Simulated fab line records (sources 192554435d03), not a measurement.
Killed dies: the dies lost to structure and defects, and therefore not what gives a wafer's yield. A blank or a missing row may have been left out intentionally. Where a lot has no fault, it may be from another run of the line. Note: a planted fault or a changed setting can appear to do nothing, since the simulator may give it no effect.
fab line records -- flow n5-finfet
record: lots: 11, wafers: 33, last-day: 18
route steps=1938 shown MOL_CONTACT_COAG@526
lots untouched by any fault: they come from a run of this same line in which no faults occurred
start-h: hours from the record's opening day to when the first of the lot's shown wafers began -- wait-h: time in hours since the lot's previous step -- " as in the row above -- L1.1+2: one row covering several wafers at once -- - no value, or no start was given -- * or withheld: withheld -- < > ~ a bound
route shown NAME@n: names a module that has steps shown in the file, with the first one's number in the route -- usual: average and standard deviation across the fault-free wafers -- same: alike in all rows -- chamber/n: place in a boat -- sites: the reading at each site -- _std_site: the standard deviation of these -- _edge_site: the outer-site mean with the inner-site mean subtracted -- radius-mm: how far each site lies from the wafer's centre -- mask NAME#n: copy n -- behind: the last tool/chamber to shape the wafer -- hold: reason for holding the lot/hours on hold/outcome of the hold -- device: whichever transistor did not switch (one of n, p or np) -- end of line: the route-end tests of the same wafers -- a step without rows: its recipe alone -- killed: the dies lost at the first sort to structure and to defects; this is not the yield of the wafer -- map: a wafer's dies, x killed, . not, _ none there
set.NAME: setting as actually run; set.NAME@STEP: the setting as run at that earlier step -- model.NAME: the simulator's own value behind a step, which no gauge read
route steps across a sampled set of lots; one table per step, one row per wafer
services: a tool's chamber out of use, with start hour (start-h, from the record's first day; less than 0 if before it), hours out, and reason
== steps ==
step: N5_MOL_CONTACT_COAG_CD_MEAS_08
recipe: target-cd-nm: 28, landing-energy-ev: 500, detector: se-inlens, polarity: opening
usual: cd-nm: 28.06/0.25
lot.wafer,tool,chamber,start-h,wait-h,cd-nm
L275.1,cd-sem-01,0,86.77,-,28.19
L275.3,cd-sem-01,0,86.77,-,28.09
L275.5,cd-sem-01,0,86.77,-,27.76
L276.1,cd-sem-03,0,95.66,-,28.21
L276.3,cd-sem-03,0,95.66,-,28.50
L276.6,cd-sem-03,0,95.66,-,28.41
L277.2,cd-sem-01,0,101.67,-,28.43
L277.3,cd-sem-01,0,101.67,-,28.46
L277.5,cd-sem-01,0,101.67,-,28.20
L278.2,cd-sem-03,0,105.58,-,27.90
L278.4,cd-sem-03,0,105.58,-,28.16
L278.6,cd-sem-03,0,105.58,-,27.89
L284.1,cd-sem-03,0,144.11,-,27.99
L284.2,cd-sem-03,0,144.11,-,27.82
L284.5,cd-sem-03,0,144.11,-,27.82
L287.2,cd-sem-01,0,163.02,-,27.83
L287.4,cd-sem-01,0,163.02,-,28.24
L287.5,cd-sem-01,0,163.02,-,28.23
L292.1,cd-sem-01,0,188.30,-,28.38
L292.2,cd-sem-01,0,188.30,-,28.13
L292.4,cd-sem-01,0,188.30,-,27.84
L293.2,cd-sem-02,0,195.67,-,28.29
L293.3,cd-sem-02,0,195.67,-,28.34
L293.5,cd-sem-02,0,195.67,-,28.31
L295.3,cd-sem-01,0,209.45,-,27.80
L295.4,cd-sem-01,0,209.45,-,27.86
L295.5,cd-sem-01,0,209.45,-,27.78
L296.1,cd-sem-01,0,212.28,-,28.23
L296.3,cd-sem-01,0,212.28,-,28.37
L296.4,cd-sem-01,0,212.28,-,28.56
L297.1,cd-sem-02,0,227.63,-,28.21
L297.3,cd-sem-02,0,227.63,-,28.23
L297.4,cd-sem-02,0,227.63,-,27.78
step: N5_MOL_CONTACT_COAG_OVL_MEAS_09
recipe: points-per-wafer: 522
usual: CA_OVL: -0.1/0.66
lot.wafer,tool,chamber,start-h,wait-h,CA_OVL[nm]
L275.1,overlay-01,0,86.80,0.0,0.2
L275.3,overlay-01,0,86.80,0.0,0.5
L275.5,overlay-01,0,86.80,0.0,0.7
L276.1,overlay-01,0,95.69,0.0,0.2
L276.3,overlay-01,0,95.69,0.0,-0.1
L276.6,overlay-01,0,95.69,0.0,-0.7
L277.2,overlay-02,0,101.70,0.0,0.3
L277.3,overlay-02,0,101.70,0.0,0.5
L277.5,overlay-02,0,101.70,0.0,0.1
L278.2,overlay-01,0,105.61,0.0,0.1
L278.4,overlay-01,0,105.61,0.0,-0.1
L278.6,overlay-01,0,105.61,0.0,0.1
L284.1,overlay-02,0,144.14,0.0,-0.8
L284.2,overlay-02,0,144.14,0.0,0.2
L284.5,overlay-02,0,144.14,0.0,-0.1
L287.2,overlay-01,0,163.05,0.0,0.1
L287.4,overlay-01,0,163.05,0.0,0.3
L287.5,overlay-01,0,163.05,0.0,0.3
L292.1,overlay-01,0,188.33,0.0,0.5
L292.2,overlay-01,0,188.33,0.0,0.6
L292.4,overlay-01,0,188.33,0.0,1.7
L293.2,overlay-02,0,195.70,0.0,-0.1
L293.3,overlay-02,0,195.70,0.0,-0.4
L293.5,overlay-02,0,195.70,0.0,0.3
L295.3,overlay-02,0,209.49,0.0,-1.2
L295.4,overlay-02,0,209.49,0.0,-0.4
L295.5,overlay-02,0,209.49,0.0,-0.4
L296.1,overlay-02,0,212.31,0.0,-1.1
L296.3,overlay-02,0,212.31,0.0,0.1
L296.4,overlay-02,0,212.31,0.0,0.2
L297.1,overlay-01,0,227.66,0.0,-0.6
L297.3,overlay-01,0,227.66,0.0,0.7
L297.4,overlay-01,0,227.66,0.0,0.7
step: N5_MOL_CONTACT_COAG_ETCH_59
recipe: chemistry: N2/H2, target: underlayer, target-depth-a: 130, mask-material: CAR-EUV, time-s: 10.4, ion-energy-ev: 200, pressure-mtorr: 30, source-w: 840, bias-w: 150, n2-flow-sccm: 200, h2-flow-sccm: 200, ends: cleared
usual: drypump-motor-current-A: 5.7/0.36, etch-rf-on-time-s: 10.3/0.32, h2-flow-sccm: 199.9/0.6, oes-product-au: 0.71/0.084, rf-vpp-V: 524/3.4, showerhead-plenum-p-Torr: 2.55/0.11, throttle-valve-pct: 17.86/0.24
lot.wafer,tool,chamber,start-h,wait-h,drypump-motor-current-A,etch-rf-on-time-s,h2-flow-sccm,oes-product-au,rf-hours-counter-h,rf-vpp-V,showerhead-plenum-p-Torr,throttle-valve-pct
L275.1,rie-diel-05,0,86.93,0.0,5.5,10.5,199.0,0.69,85,519,2.38,18.20
L275.3,rie-diel-05,2,86.93,0.0,5.6,10.5,200.3,0.77,20,529,2.68,17.58
L275.5,rie-diel-05,1,86.93,0.0,5.5,10.8,200.3,0.57,-,522,2.51,18.22
L276.1,rie-diel-01,0,95.82,0.0,5.6,10.9,199.5,0.57,247,523,2.51,18.17
L276.3,rie-diel-01,1,95.82,0.0,5.9,9.9,198.8,0.82,24,522,2.51,17.81
L276.6,rie-diel-01,1,95.82,0.0,5.9,10.0,198.9,0.81,-,523,2.51,17.83
L277.2,rie-diel-03,3,101.82,0.0,6.5,10.0,200.8,0.64,158,524,2.52,17.48
L277.3,rie-diel-03,2,101.82,0.0,5.7,10.6,200.6,0.59,202,521,2.43,18.11
L277.5,rie-diel-03,0,101.82,0.0,5.7,10.5,199.6,0.60,-,520,2.40,17.85
L278.2,rie-diel-05,3,105.74,0.0,5.5,10.1,201.0,0.61,213,527,2.63,18.06
L278.4,rie-diel-05,2,105.74,0.0,5.6,10.5,199.3,0.76,27,528,2.68,17.60
L278.6,rie-diel-05,1,105.74,0.0,5.6,10.9,200.8,0.56,-,523,2.51,18.22
L284.1,rie-diel-01,0,144.27,0.0,5.7,10.5,199.9,0.79,9,523,2.50,17.78
L284.2,rie-diel-01,1,144.27,0.0,5.9,10.0,199.2,0.78,45,522,2.50,17.84
L284.5,rie-diel-01,3,144.27,0.0,6.5,9.8,200.1,0.80,-,529,2.70,17.85
L287.2,rie-diel-05,1,163.17,0.0,5.6,10.6,199.1,0.80,3,521,2.51,17.76
L287.4,rie-diel-05,3,163.17,0.0,5.5,10.2,200.1,0.60,233,524,2.62,18.06
L287.5,rie-diel-05,0,163.17,0.0,5.6,10.6,199.7,0.68,-,518,2.37,18.24
L292.1,rie-diel-05,1,188.46,0.0,5.6,15.6,200.8,0.64,13,522,2.50,17.74
L292.2,rie-diel-05,3,188.46,0.0,5.5,10.3,199.3,0.59,242,525,2.62,18.08
L292.4,rie-diel-05,2,188.46,0.0,5.6,15.4,199.8,0.60,56,528,2.67,17.61
L293.2,rie-diel-05,2,195.91,0.0,5.6,10.6,200.1,0.72,59,529,2.67,17.66
L293.3,rie-diel-05,3,195.91,0.0,5.5,10.0,200.3,0.59,245,525,2.62,18.10
L293.5,rie-diel-05,3,195.91,0.0,5.5,15.0,200.0,0.48,-,525,2.62,18.07
L295.3,rie-diel-01,1,210.04,0.0,5.8,10.0,200.9,0.76,70,523,2.49,17.88
L295.4,rie-diel-01,1,210.04,0.0,5.8,10.0,200.4,0.75,-,523,2.49,17.89
L295.5,rie-diel-01,0,210.04,0.0,5.6,10.7,200.3,0.74,-,522,2.49,17.82
L296.1,rie-diel-03,3,212.44,0.0,6.5,10.1,199.9,0.60,201,523,2.50,17.57
L296.3,rie-diel-03,1,212.44,0.0,5.5,9.9,199.8,0.75,64,527,2.71,18.02
L296.4,rie-diel-03,0,212.44,0.0,5.6,10.1,198.7,0.80,-,528,2.71,17.54
L297.1,rie-diel-01,3,227.79,0.0,6.5,9.9,199.3,0.76,48,528,2.69,17.92
L297.3,rie-diel-01,0,227.79,0.0,5.7,10.6,199.4,0.73,39,523,2.49,17.81
L297.4,rie-diel-01,1,227.79,0.0,5.8,9.9,200.7,0.74,75,523,2.49,17.89
step: N5_MOL_CONTACT_COAG_ETCH_106
recipe: chemistry: N2/H2, target: SOC, target-depth-a: 800, overetch-a: 160, mask-material: SiARC, temp-c: 40, time-s: 120, ion-energy-ev: 200, pressure-mtorr: 30, source-w: 840, bias-w: 150, n2-flow-sccm: 200, h2-flow-sccm: 200
usual: drypump-motor-current-A: 5.7/0.36, h2-flow-sccm: 200.0/0.61, oes-product-au: 0.74/0.084, rf-vpp-V: 524/3.3, showerhead-plenum-p-Torr: 2.55/0.11, throttle-valve-pct: 17.83/0.24
lot.wafer,tool,chamber,start-h,wait-h,drypump-motor-current-A,h2-flow-sccm,oes-product-au,rf-hours-counter-h,rf-vpp-V,showerhead-plenum-p-Torr,throttle-valve-pct
L275.1,rie-diel-05,0,86.98,0.0,5.5,200.8,0.73,85,518,2.38,18.19
L275.3,rie-diel-05,2,86.98,0.0,5.6,199.7,0.82,20,529,2.69,17.57
L275.5,rie-diel-05,1,86.98,0.0,5.6,200.5,0.61,-,523,2.51,18.19
L276.1,rie-diel-01,0,95.87,0.0,5.6,200.3,0.62,247,523,2.51,18.15
L276.3,rie-diel-01,1,95.87,0.0,5.8,200.2,0.83,25,521,2.51,17.76
L276.6,rie-diel-01,1,95.87,0.0,5.8,200.2,0.83,-,522,2.51,17.78
L277.2,rie-diel-03,3,101.87,0.0,6.5,200.9,0.65,158,524,2.52,17.47
L277.3,rie-diel-03,2,101.87,0.0,5.7,200.1,0.63,202,520,2.43,18.11
L277.5,rie-diel-03,0,101.87,0.0,5.7,199.5,0.63,-,520,2.40,17.83
L278.2,rie-diel-05,3,105.79,0.0,5.5,199.1,0.63,213,525,2.63,18.03
L278.4,rie-diel-05,2,105.79,0.0,5.6,201.5,0.81,27,529,2.68,17.56
L278.6,rie-diel-05,1,105.79,0.0,5.6,199.6,0.61,-,523,2.51,18.20
L284.1,rie-diel-01,0,144.32,0.0,5.7,199.7,0.83,9,522,2.50,17.74
L284.2,rie-diel-01,1,144.32,0.0,5.8,200.1,0.80,45,522,2.50,17.81
L284.5,rie-diel-01,3,144.32,0.0,6.5,199.6,0.81,-,528,2.70,17.84
L287.2,rie-diel-05,1,163.22,0.0,5.6,199.6,0.86,3,521,2.51,17.72
L287.4,rie-diel-05,3,163.22,0.0,5.5,199.4,0.62,233,525,2.62,18.06
L287.5,rie-diel-05,0,163.22,0.0,5.5,200.8,0.71,-,520,2.37,18.21
L292.1,rie-diel-05,1,188.51,0.0,5.6,199.8,0.82,13,523,2.50,17.74
L292.2,rie-diel-05,3,188.51,0.0,5.5,199.9,0.62,242,526,2.62,18.05
L292.4,rie-diel-05,2,188.51,0.0,5.7,199.7,0.76,56,529,2.67,17.62
L293.2,rie-diel-05,2,195.96,0.0,5.6,199.7,0.75,59,528,2.67,17.62
L293.3,rie-diel-05,3,195.96,0.0,5.5,200.0,0.61,245,526,2.62,18.07
L293.5,rie-diel-05,3,195.96,0.0,5.5,200.2,0.61,-,525,2.62,18.08
L295.3,rie-diel-01,1,210.09,0.0,5.9,200.8,0.76,70,522,2.49,17.86
L295.4,rie-diel-01,1,210.09,0.0,5.8,199.7,0.78,-,522,2.49,17.87
L295.5,rie-diel-01,0,210.09,0.0,5.6,200.4,0.78,-,522,2.49,17.79
L296.1,rie-diel-03,3,212.49,0.0,6.4,200.6,0.63,201,524,2.50,17.53
L296.3,rie-diel-03,1,212.49,0.0,5.4,200.9,0.76,64,527,2.71,18.00
L296.4,rie-diel-03,0,212.49,0.0,5.6,199.5,0.83,-,529,2.71,17.51
L297.1,rie-diel-01,3,227.84,0.0,6.6,200.4,0.76,48,529,2.69,17.87
L297.3,rie-diel-01,0,227.84,0.0,5.6,200.2,0.77,39,523,2.49,17.81
L297.4,rie-diel-01,1,227.84,0.0,5.8,199.9,0.76,75,521,2.49,17.86
== services ==
tool,chamber,start-h,hours,kind
rie-diel-01,3,80.59,-,clean
rie-diel-01,3,80.59,-,consumable-replace:focus-ring
rie-diel-01,3,80.59,-,consumable-replace:showerhead
rie-diel-01,3,80.59,19.0,scheduled-down
rie-diel-01,3,80.59,19.0,vent-cycle
rie-diel-01,0,102.87,-,clean
rie-diel-01,0,102.87,-,consumable-replace:focus-ring
rie-diel-01,0,102.87,18.1,scheduled-down
rie-diel-01,0,102.87,18.1,vent-cycle
rie-diel-01,2,121.01,-,clean
rie-diel-01,2,121.01,-,consumable-replace:focus-ring
rie-diel-01,2,121.01,16.8,scheduled-down
rie-diel-05,1,129.37,-,clean
rie-diel-05,1,129.37,-,consumable-replace:focus-ring
rie-diel-05,1,129.37,22.9,scheduled-down
rie-diel-05,1,129.37,22.9,vent-cycle
rie-diel-03,2,165.53,5.8,repair
rie-diel-05,0,191.10,10.4,repair
rie-diel-01,2,193.46,18.9,repair
rie-diel-03,2,206.92,7.6,repair
rie-diel-05,3,208.59,-,clean
rie-diel-05,3,208.59,-,consumable-replace:focus-ring
rie-diel-05,3,208.59,21.5,scheduled-down
rie-diel-05,3,208.59,21.5,vent-cycle
== key ==
first-sign: step: N5_MOL_CONTACT_COAG_ETCH_59, reading: etch-rf-on-time-s, direction: up, sigmas: 16, usual: *, struck: *
effect none on later readings
met-at N5_MOL_CONTACT_COAG_ETCH_59
struck-lots L292,L293
struck-wafers L292.1,L292.4,L293.5
tester-left-out L292,L293
not-acting-at N5_MOL_CONTACT_COAG_CD_MEAS_08,N5_MOL_CONTACT_COAG_OVL_MEAS_09,N5_MOL_CONTACT_COAG_ETCH_106
onset-between 163.17 188.46
fault: kind: process-parameter-drift, tool: rie-diel-05, chamber: -, onset-h: 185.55, steps: N5_MOL_CONTACT_COAG_ETCH_59, channel: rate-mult, offset: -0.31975, shape: step, end-h: 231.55, scope: struck-wafers-only
tester-left-out: of these lots the tester's yield and bins aren't shown, on N5 and GAA mostly nor the transistor test; their killed dies are dies lost to structure and defects alone, not to doping, threshold or leakage, so they don't give the yield
